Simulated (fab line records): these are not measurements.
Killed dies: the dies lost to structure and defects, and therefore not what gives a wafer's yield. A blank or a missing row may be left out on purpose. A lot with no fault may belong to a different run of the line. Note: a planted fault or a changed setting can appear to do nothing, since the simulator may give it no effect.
fab line records ; flow n5_finfet ; part 2 of 2: steps 26 to 31 of 31
[record] lots = 5; wafers = 15; last_day = 17
route steps=1938 shown BEOL_M2@919 BEOL_M3@931
lots untouched by any fault: they come from a run of this same line in which no faults occurred
start_h: hours from the record's opening day to when the first of the lot's shown wafers began ; wait_h: hours elapsed since this lot's preceding step ; " repeats the value in the row above ; L1.1+2: one row covering several wafers at once ; - no value present, or no start provided ; * or withheld: withheld ; < > ~ a bound
route shown NAME@n: names a module that has steps shown in the file, with the first one's number in the route ; usual: mean/standard deviation taken from wafers without a fault ; same: alike in all rows ; chamber/n: place in a boat ; sites: per-site readings ; _std_site: how widely they spread, as a standard deviation ; _edge_site: outer sites' mean less inner sites' ; radius_mm: how far each site lies from the wafer's centre ; mask NAME#n: copy n ; behind: tool/chamber where the wafer was last shaped ; hold: what put the lot on hold/how long, in hours/how the hold closed ; device: the n, p or np transistor that did not switch ; end of line: tests of these same wafers at the route's end ; a step with no rows: only its recipe ; killed: dies that structure and defects cost at the first sort, which is not the same as the wafer's yield ; map: the dies of a wafer, with x for killed, . for not killed, _ for no die there
set.NAME: the run value of the setting; set.NAME@STEP: its run value at that earlier step ; model.NAME: the simulator's own value behind a step, which no gauge read
lots at selected steps of the route; one table per step, one row per wafer
services: when a tool's chamber went out of use (start_h, in hours from the record's first day, below 0 if earlier), for how many hours, and the reason
[[steps]]
[step N5_BEOL_M3_CD_MEAS_11]
[recipe] target_cd_nm = 17.05; landing_energy_ev = 500; detector = se_inlens; polarity = opening
[usual] cd_nm = 17.09/0.23
lot.wafer;tool;chamber;start_h;wait_h;cd_nm
L075.1;cd_sem-02;0;162.27;-;17.13
L075.3;cd_sem-02;0;162.27;-;16.77
L075.5;cd_sem-02;0;162.27;-;16.79
L076.3;cd_sem-02;0;175.31;-;17.25
L076.4;cd_sem-02;0;175.31;-;16.76
L076.6;cd_sem-02;0;175.31;-;16.95
L077.1;cd_sem-02;0;178.38;-;17.43
L077.3;cd_sem-02;0;178.38;-;17.47
L077.5;cd_sem-02;0;178.38;-;17.17
L079.3;cd_sem-01;0;199.06;-;17.09
L079.5;cd_sem-01;0;199.06;-;17.14
L079.6;cd_sem-01;0;199.06;-;16.95
L091.1;cd_sem-01;0;264.58;-;17.26
L091.3;cd_sem-01;0;264.58;-;17.14
L091.4;cd_sem-01;0;264.58;-;16.83
[step N5_BEOL_M3_OVL_MEAS_12]
[recipe] points_per_wafer = 522
[usual] M3_OVL = -0.2/0.64
lot.wafer;tool;chamber;start_h;wait_h;M3_OVL[nm]
L075.1;overlay-02;0;162.30;0.0;0.4
L075.3;overlay-02;0;162.30;0.0;-0.7
L075.5;overlay-02;0;162.30;0.0;0.7
L076.3;overlay-02;0;175.35;0.0;-1.6
L076.4;overlay-02;0;175.35;0.0;-0.5
L076.6;overlay-02;0;175.35;0.0;0.5
L077.1;overlay-02;0;178.41;0.0;0.1
L077.3;overlay-02;0;178.41;0.0;0.4
L077.5;overlay-02;0;178.41;0.0;0.0
L079.3;overlay-02;0;199.17;0.1;0.7
L079.5;overlay-02;0;199.17;0.1;-0.7
L079.6;overlay-02;0;199.17;0.1;-1.2
L091.1;overlay-01;0;264.61;0.0;-1.0
L091.3;overlay-01;0;264.61;0.0;-1.1
L091.4;overlay-01;0;264.61;0.0;-1.1
[step N5_BEOL_M3_INSPECT_13]
[recipe] mode = adi; inspect_instrument = brightfield
[usual] raw_defect_count = 389/100
lot.wafer;tool;chamber;start_h;wait_h;raw_defect_count
L075.1;defect_inspect-01;-;162.36;0.1;353
L075.3;defect_inspect-01;-;162.36;0.1;304
L075.5;defect_inspect-01;-;162.36;0.1;292
L076.3;defect_inspect-01;-;175.40;0.0;320
L076.4;defect_inspect-01;-;175.40;0.0;241
L076.6;defect_inspect-01;-;175.40;0.0;252
L077.1;defect_inspect-01;-;178.47;0.1;391
L077.3;defect_inspect-01;-;178.47;0.1;416
L077.5;defect_inspect-01;-;178.47;0.1;453
L079.3;defect_inspect-01;-;199.22;0.0;321
L079.5;defect_inspect-01;-;199.22;0.0;255
L079.6;defect_inspect-01;-;199.22;0.0;302
L091.1;defect_inspect-01;-;264.67;0.1;492
L091.3;defect_inspect-01;-;264.67;0.1;350
L091.4;defect_inspect-01;-;264.67;0.1;350
[step N5_BEOL_M3_DESCUM_16]
[recipe] chemistry = O2; time_s = 7; source_power_w = 50; bias_power_w = 20; pressure_mtorr = 20; rf_frequency_hz = 2.712e+07; temp_c = 40; resist = CAR-EUV; o2_flow_sccm = 225
[usual] drypump_motor_current_A = 5.7/0.66; o2_flow_sccm = 225.0/0.67; oes_product_au = 0.82/0.074; rf_vpp_V = 243.1/1.4; showerhead_plenum_p_Torr = 2.09/0.066; temp_c = 39.99/0.12; throttle_valve_pct = 20.38/0.19
lot.wafer;tool;chamber;start_h;wait_h;drypump_motor_current_A;o2_flow_sccm;oes_product_au;rf_hours_counter_h;rf_vpp_V;showerhead_plenum_p_Torr;temp_c;throttle_valve_pct
L075.1;rie_diel-01;0;162.39;0.0;5.4;225.0;0.85;63;244.7;2.13;40.01;20.23
L075.3;rie_diel-01;2;162.39;0.0;4.9;225.7;0.78;136;241.7;2.01;39.87;20.40
L075.5;rie_diel-01;2;162.39;0.0;4.8;224.7;0.77;-;242.1;2.01;40.08;20.38
L076.3;rie_diel-06;1;175.43;0.0;4.9;224.8;0.73;200;243.5;2.08;39.92;20.51
L076.4;rie_diel-06;0;175.43;0.0;6.3;225.1;0.93;23;244.5;2.14;39.95;20.17
L076.6;rie_diel-06;2;175.43;0.0;6.6;224.6;0.96;-;244.3;2.14;39.94;20.37
L077.1;rie_diel-04;2;178.64;0.2;6.2;226.6;0.78;133;241.3;2.03;40.05;20.64
L077.3;rie_diel-04;3;178.64;0.2;5.8;224.4;0.91;30;243.3;2.14;39.89;20.28
L077.5;rie_diel-04;0;178.64;0.2;5.3;224.8;0.95;-;246.4;2.24;39.95;20.22
L079.3;rie_diel-04;0;199.46;0.2;5.4;224.7;0.93;22;244.3;2.24;39.88;20.24
L079.5;rie_diel-04;2;199.46;0.2;6.2;224.0;0.76;-;241.9;2.03;39.96;20.63
L079.6;rie_diel-04;3;199.46;0.2;5.9;225.4;0.88;-;244.6;2.14;39.90;20.29
L091.1;rie_diel-01;0;264.71;0.0;5.4;224.9;0.81;97;243.5;2.11;39.74;20.29
L091.3;rie_diel-01;2;264.71;0.0;4.9;224.9;0.74;168;241.5;2.00;39.85;20.44
L091.4;rie_diel-01;0;264.71;0.0;5.4;224.9;0.81;-;242.2;2.11;39.87;20.31
[step N5_BEOL_M3_ETCH_74]
[recipe] chemistry = N2/H2; target = underlayer; target_depth_a = 65; mask_material = CAR-EUV; time_s = 5.2; ion_energy_ev = 200; pressure_mtorr = 30; source_w = 840; bias_w = 150; n2_flow_sccm = 200; h2_flow_sccm = 200; ends = cleared
[usual] drypump_motor_current_A = 5.7/0.66; etch_rf_on_time_s = 5.17/0.087; oes_product_au = 0.70/0.065; rf_vpp_V = 523.6/2.6; showerhead_plenum_p_Torr = 2.54/0.081; throttle_valve_pct = 17.83/0.21
lot.wafer;tool;chamber;start_h;wait_h;drypump_motor_current_A;etch_rf_on_time_s;oes_product_au;rf_hours_counter_h;rf_vpp_V;showerhead_plenum_p_Torr;throttle_valve_pct
L075.1;rie_diel-01;0;162.43;0.0;5.4;5.19;0.72;63;525.0;2.59;17.69
L075.3;rie_diel-01;2;162.43;0.0;4.9;5.17;0.65;136;521.3;2.45;17.87
L075.5;rie_diel-01;2;162.43;0.0;4.9;5.18;0.66;-;523.3;2.45;17.85
L076.3;rie_diel-06;1;175.46;0.0;5.0;5.30;0.63;200;521.8;2.52;17.87
L076.4;rie_diel-06;0;175.46;0.0;6.3;5.08;0.78;23;526.7;2.60;17.65
L076.6;rie_diel-06;2;175.46;0.0;6.6;5.03;0.83;-;527.1;2.60;17.86
L077.1;rie_diel-04;2;178.68;0.0;6.2;5.21;0.65;133;522.5;2.45;18.09
L077.3;rie_diel-04;3;178.68;0.0;5.8;5.14;0.78;30;523.4;2.59;17.65
L077.5;rie_diel-04;0;178.68;0.0;5.3;5.17;0.82;-;528.5;2.71;17.61
L079.3;rie_diel-04;0;199.49;0.0;5.3;5.22;0.80;22;528.4;2.71;17.59
L079.5;rie_diel-04;2;199.49;0.0;6.2;5.18;0.65;-;523.2;2.44;18.08
L079.6;rie_diel-04;3;199.49;0.0;5.9;5.26;0.75;-;524.0;2.58;17.65
L091.1;rie_diel-01;0;264.74;0.0;5.4;5.16;0.69;97;525.3;2.57;17.76
L091.3;rie_diel-01;2;264.74;0.0;4.9;5.14;0.64;168;520.3;2.43;17.94
L091.4;rie_diel-01;0;264.74;0.0;5.4;5.14;0.69;-;525.3;2.57;17.75
[step N5_BEOL_M3_ETCH_63]
[recipe] chemistry = CF4; target = SiARC; target_depth_a = 156; mask_material = CAR-EUV; time_s = 26; ion_energy_ev = 80; pressure_mtorr = 40; source_w = 545; bias_w = 36; Ar_flow_sccm = 100; cf4_flow_sccm = 100; ends = cleared
[usual] drypump_motor_current_A = 5.7/0.66; etch_rf_on_time_s = 25.8/0.4; oes_product_au = 0.70/0.065; rf_vpp_V = 184.1/1.1; showerhead_plenum_p_Torr = 2.14/0.063; throttle_valve_pct = 15.55/0.21
lot.wafer;tool;chamber;start_h;wait_h;drypump_motor_current_A;etch_rf_on_time_s;oes_product_au;rf_hours_counter_h;rf_vpp_V;showerhead_plenum_p_Torr;throttle_valve_pct
L075.1;rie_diel-01;0;162.44;0.0;5.4;26.0;0.73;63;185.7;2.17;15.42
L075.3;rie_diel-01;2;162.44;0.0;4.9;26.0;0.65;136;182.0;2.07;15.63
L075.5;rie_diel-01;2;162.44;0.0;4.9;25.9;0.65;-;184.4;2.07;15.61
L076.3;rie_diel-06;1;175.48;0.0;4.9;26.4;0.62;200;183.2;2.12;15.66
L076.4;rie_diel-06;0;175.48;0.0;6.2;25.2;0.79;23;184.5;2.19;15.32
L076.6;rie_diel-06;2;175.48;0.0;6.6;25.3;0.82;-;185.3;2.19;15.55
L077.1;rie_diel-04;2;178.70;0.0;6.2;26.0;0.65;133;183.7;2.08;15.77
L077.3;rie_diel-04;3;178.70;0.0;5.8;25.8;0.77;30;184.1;2.18;15.38
L077.5;rie_diel-04;0;178.70;0.0;5.3;25.8;0.82;-;184.8;2.27;15.32
L079.3;rie_diel-04;0;199.51;0.0;5.4;25.7;0.81;22;185.9;2.27;15.36
L079.5;rie_diel-04;2;199.51;0.0;6.2;26.2;0.65;-;183.5;2.07;15.80
L079.6;rie_diel-04;3;199.51;0.0;5.8;26.0;0.75;-;183.5;2.18;15.37
L091.1;rie_diel-01;0;264.76;0.0;5.4;25.8;0.69;97;183.8;2.16;15.49
L091.3;rie_diel-01;2;264.76;0.0;4.9;25.9;0.63;168;182.7;2.06;15.67
L091.4;rie_diel-01;0;264.76;0.0;5.4;25.9;0.69;-;184.2;2.16;15.50
[[services]]
tool;chamber;start_h;hours;kind
euv_scanner-02;-;139.10;1.0;pm
pvd_sputter-01;-;139.40;1.8;repair
cvd_co-02;2;152.24;1.8;repair
pecvd-03;-;154.73;0.5;repair
pecvd-03;2;179.72;4.0;repair
euv_scanner-02;-;183.74;1.9;repair
cvd_co-01;-;185.05;2.3;repair
pvd_sputter-02;-;186.11;7.3;repair
euv_scanner-02;-;195.25;1.0;pm
rie_diel-01;0;196.72;1.8;repair
rie_diel-01;1;196.83;5.2;repair
pecvd-04;-;200.31;1.6;repair
euv_scanner-02;-;206.82;4.6;pm
euv_scanner-02;-;212.66;3.0;repair
pecvd-03;-;214.46;1.7;repair
euv_scanner-02;-;219.88;1.6;repair
euv_scanner-02;-;224.67;2.4;repair
pecvd-03;-;225.74;3.7;repair
pecvd-01;0;227.89;4.0;repair
rie_diel-04;-;228.29;14.6;pm
euv_scanner-02;-;237.80;5.8;pm
rie_diel-01;2;247.70;9.1;repair
rie_diel-04;2;255.92;2.1;repair
rie_diel-01;3;261.33;9.2;repair
